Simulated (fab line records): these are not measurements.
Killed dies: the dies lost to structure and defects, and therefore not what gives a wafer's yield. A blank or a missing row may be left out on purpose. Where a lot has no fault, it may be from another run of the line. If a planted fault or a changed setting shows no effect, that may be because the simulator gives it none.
Which tool is to blame? / flow n5 finfet / 72 wafers from 24 lots sampled at 3 of the route's 1938 steps

## WHAT THE GAUGES SHOWED, per wafer
N5_BEOL_M14_OVL_MEAS_29. Usual: M14_OVL typically reads 3 nm, with standard deviation 6.3.
lot=L075; measured=day 10 15:12; on=overlay-01; M14_OVL (nm)=-1 4 14; flag=
lot=L074; measured=day 10 21:29; on=overlay-02; M14_OVL (nm)=3 9 10; flag=
lot=L077; measured=day 11 11:35; on=overlay-01; M14_OVL (nm)=-3 -4 -12; flag=
lot=L076; measured=day 11 14:55; on=overlay-02; M14_OVL (nm)=-4 11 5; flag=
lot=L079; measured=day 11 20:27; on=overlay-01; M14_OVL (nm)=-13 -4 -12; flag=
lot=L078; measured=day 12 01:17; on=overlay-02; M14_OVL (nm)=0 2 1; flag=
lot=L080; measured=day 12 07:35; on=overlay-02; M14_OVL (nm)=1 5 6; flag=
lot=L081; measured=day 12 08:15; on=overlay-01; M14_OVL (nm)=12 13 5; flag=
lot=L082; measured=day 12 19:50; on=overlay-01; M14_OVL (nm)=2 -2 9; flag=
lot=L083; measured=day 13 01:36; on=overlay-02; M14_OVL (nm)=4 -1 5; flag=
lot=L084; measured=day 13 14:38; on=overlay-02; M14_OVL (nm)=-4 2 1; flag=
lot=L086; measured=day 14 06:53; on=overlay-01; M14_OVL (nm)=1 -2 -3; flag=
lot=L087; measured=day 14 08:20; on=overlay-02; M14_OVL (nm)=1 -4 8; flag=
lot=L085; measured=day 14 09:14; on=overlay-02; M14_OVL (nm)=12 13 6; flag=
lot=L088; measured=day 15 03:44; on=overlay-01; M14_OVL (nm)=14 12 -1; flag=
lot=L089; measured=day 15 04:37; on=overlay-01; M14_OVL (nm)=-3 -7 -3; flag=
lot=L091; measured=day 15 04:16; on=overlay-01; M14_OVL (nm)=0 9 3; flag=
lot=L090; measured=day 15 11:44; on=overlay-01; M14_OVL (nm)=-5 2 4; flag=
lot=L093; measured=day 15 12:36; on=overlay-02; M14_OVL (nm)=4 0 5; flag=
lot=L094; measured=day 15 15:54; on=overlay-01; M14_OVL (nm)=-4 4 -3; flag=
lot=L092; measured=day 15 15:56; on=overlay-01; M14_OVL (nm)=-6 -4 -5; flag=
lot=L095; measured=day 16 12:41; on=overlay-01; M14_OVL (nm)=-1 3 1; flag=
lot=L096; measured=day 16 16:35; on=overlay-02; M14_OVL (nm)=0 8 6; flag=
lot=L097; measured=day 17 04:04; on=overlay-01; M14_OVL (nm)=13 5 12; flag=

N5_BEOL_M14_INSPECT_30: inspects for defects (macro). Usual: raw defect count at 2.0, with a standard deviation of 1.5.
lot=L075; measured=day 10 15:13; on=defect inspect-02; raw defect count=1 3 4; flag=
lot=L074; measured=day 10 21:30; on=defect inspect-01; raw defect count=3 1 1; flag=
lot=L077; measured=day 11 11:37; on=defect inspect-01; raw defect count=1 0 2; flag=
lot=L076; measured=day 11 14:56; on=defect inspect-01; raw defect count=1 1 1; flag=
lot=L079; measured=day 11 20:29; on=defect inspect-02; raw defect count=3 1 1; flag=
lot=L078; measured=day 12 01:18; on=defect inspect-01; raw defect count=1 0 1; flag=
lot=L080; measured=day 12 07:37; on=defect inspect-01; raw defect count=4 1 3; flag=
lot=L081; measured=day 12 08:16; on=defect inspect-02; raw defect count=2 6 3; flag=
lot=L082; measured=day 12 19:52; on=defect inspect-02; raw defect count=1 2 0; flag=
lot=L083; measured=day 13 01:37; on=defect inspect-02; raw defect count=1 0 2; flag=
lot=L084; measured=day 13 14:39; on=defect inspect-01; raw defect count=1 3 3; flag=
lot=L086; measured=day 14 06:55; on=defect inspect-02; raw defect count=3 2 4; flag=
lot=L087; measured=day 14 08:22; on=defect inspect-02; raw defect count=4 2 1; flag=
lot=L085; measured=day 14 09:15; on=defect inspect-02; raw defect count=0 3 2; flag=
lot=L088; measured=day 15 03:45; on=defect inspect-01; raw defect count=2 2 3; flag=
lot=L089; measured=day 15 04:38; on=defect inspect-02; raw defect count=1 0 1; flag=
lot=L091; measured=day 15 04:17; on=defect inspect-01; raw defect count=1 4 4; flag=
lot=L090; measured=day 15 11:45; on=defect inspect-02; raw defect count=1 3 2; flag=
lot=L093; measured=day 15 12:37; on=defect inspect-01; raw defect count=1 0 4; flag=
lot=L094; measured=day 15 15:55; on=defect inspect-01; raw defect count=2 2 4; flag=
lot=L092; measured=day 15 15:58; on=defect inspect-01; raw defect count=0 3 1; flag=
lot=L095; measured=day 16 12:43; on=defect inspect-02; raw defect count=2 4 3; flag=
lot=L096; measured=day 16 16:37; on=defect inspect-01; raw defect count=0 0 2; flag=
lot=L097; measured=day 17 04:05; on=defect inspect-02; raw defect count=2 6 4; flag=

## WHICH TOOL RAN EACH LOT (tool, then ch and the chambers of the sampled wafers, then the start)
lot=L075; N5_BEOL_M13_SPUTTER_45=pvd sputter-01, day 10 12:33
lot=L074; N5_BEOL_M13_SPUTTER_45=pvd sputter-03, day 10 18:35
lot=L077; N5_BEOL_M13_SPUTTER_45=pvd sputter-01, day 11 08:54
lot=L076; N5_BEOL_M13_SPUTTER_45=pvd sputter-02, day 11 12:28
lot=L079; N5_BEOL_M13_SPUTTER_45=pvd sputter-02, day 11 16:51
lot=L078; N5_BEOL_M13_SPUTTER_45=pvd sputter-02, day 11 21:49
lot=L080; N5_BEOL_M13_SPUTTER_45=pvd sputter-03, day 12 04:44
lot=L081; N5_BEOL_M13_SPUTTER_45=pvd sputter-01, day 12 05:02
lot=L082; N5_BEOL_M13_SPUTTER_45=pvd sputter-01, day 12 17:13
lot=L083; N5_BEOL_M13_SPUTTER_45=pvd sputter-01, day 12 23:01
lot=L084; N5_BEOL_M13_SPUTTER_45=pvd sputter-03, day 13 11:58
lot=L086; N5_BEOL_M13_SPUTTER_45=pvd sputter-02, day 14 04:19
lot=L087; N5_BEOL_M13_SPUTTER_45=pvd sputter-02, day 14 05:43
lot=L085; N5_BEOL_M13_SPUTTER_45=pvd sputter-01, day 14 06:31
lot=L088; N5_BEOL_M13_SPUTTER_45=pvd sputter-01, day 15 00:51
lot=L089; N5_BEOL_M13_SPUTTER_45=pvd sputter-01, day 15 01:20
lot=L091; N5_BEOL_M13_SPUTTER_45=pvd sputter-02, day 15 01:34
lot=L090; N5_BEOL_M13_SPUTTER_45=pvd sputter-02, day 15 09:17
lot=L093; N5_BEOL_M13_SPUTTER_45=pvd sputter-02, day 15 09:45
lot=L094; N5_BEOL_M13_SPUTTER_45=pvd sputter-01, day 15 12:38
lot=L092; N5_BEOL_M13_SPUTTER_45=pvd sputter-02, day 15 13:09
lot=L095; N5_BEOL_M13_SPUTTER_45=pvd sputter-03, day 16 09:58
lot=L096; N5_BEOL_M13_SPUTTER_45=pvd sputter-03, day 16 13:48
lot=L097; N5_BEOL_M13_SPUTTER_45=pvd sputter-03, day 17 01:16
- N5_BEOL_M13_SPUTTER_45: material Cu, target thk 80 nm, time 13.33 s.

## WHAT THE TOOLS THEMSELVES READ (means of the sampled wafers that have a number; where no wafer has one, the mark that the record gives instead)
N5_BEOL_M13_SPUTTER_45. Usual: throttle valve pct at 29.9 %, with a standard deviation of 0.91.
lot=L075; tool=pvd sputter-01; throttle valve pct (%)=29.0; flag=
lot=L074; tool=pvd sputter-03; throttle valve pct (%)=30.7; flag=
lot=L077; tool=pvd sputter-01; throttle valve pct (%)=29.4; flag=
lot=L076; tool=pvd sputter-02; throttle valve pct (%)=30.3; flag=
lot=L079; tool=pvd sputter-02; throttle valve pct (%)=30.1; flag=
lot=L078; tool=pvd sputter-02; throttle valve pct (%)=29.8; flag=
lot=L080; tool=pvd sputter-03; throttle valve pct (%)=30.0; flag=
lot=L081; tool=pvd sputter-01; throttle valve pct (%)=29.3; flag=
lot=L082; tool=pvd sputter-01; throttle valve pct (%)=29.3; flag=
lot=L083; tool=pvd sputter-01; throttle valve pct (%)=29.1; flag=
lot=L084; tool=pvd sputter-03; throttle valve pct (%)=30.7; flag=
lot=L086; tool=pvd sputter-02; throttle valve pct (%)=29.8; flag=
lot=L087; tool=pvd sputter-02; throttle valve pct (%)=29.9; flag=
lot=L085; tool=pvd sputter-01; throttle valve pct (%)=29.5; flag=
lot=L088; tool=pvd sputter-01; throttle valve pct (%)=30.2; flag=
lot=L089; tool=pvd sputter-01; throttle valve pct (%)=29.5; flag=
lot=L091; tool=pvd sputter-02; throttle valve pct (%)=29.6; flag=
lot=L090; tool=pvd sputter-02; throttle valve pct (%)=29.4; flag=
lot=L093; tool=pvd sputter-02; throttle valve pct (%)=29.7; flag=
lot=L094; tool=pvd sputter-01; throttle valve pct (%)=28.6; flag=
lot=L092; tool=pvd sputter-02; throttle valve pct (%)=29.7; flag=
lot=L095; tool=pvd sputter-03; throttle valve pct (%)=30.0; flag=
lot=L096; tool=pvd sputter-03; throttle valve pct (%)=30.2; flag=
lot=L097; tool=pvd sputter-03; throttle valve pct (%)=29.9; flag=

## THE ANSWER, worked out from the rows above alone
Rule: take the mean of a lot's wafers that have a number; if it is more than 3 standard deviations from the usual mean, the lot is off. A lot without any number at a reading at which 4 lots or more have one is off too. Where the step has rows for the other lots, those lots are counted as sound. First the gauges in route order, then the tools' own readings, where a lot's mean is used as printed above. At the first step where some lot is off, the reading lying furthest off is the one used; lots without a number count as furthest.
Across all readings shown, no lot is off: no conclusion can be drawn from this.

## WHAT HAD BEEN PUT IN BY THE SIMULATOR
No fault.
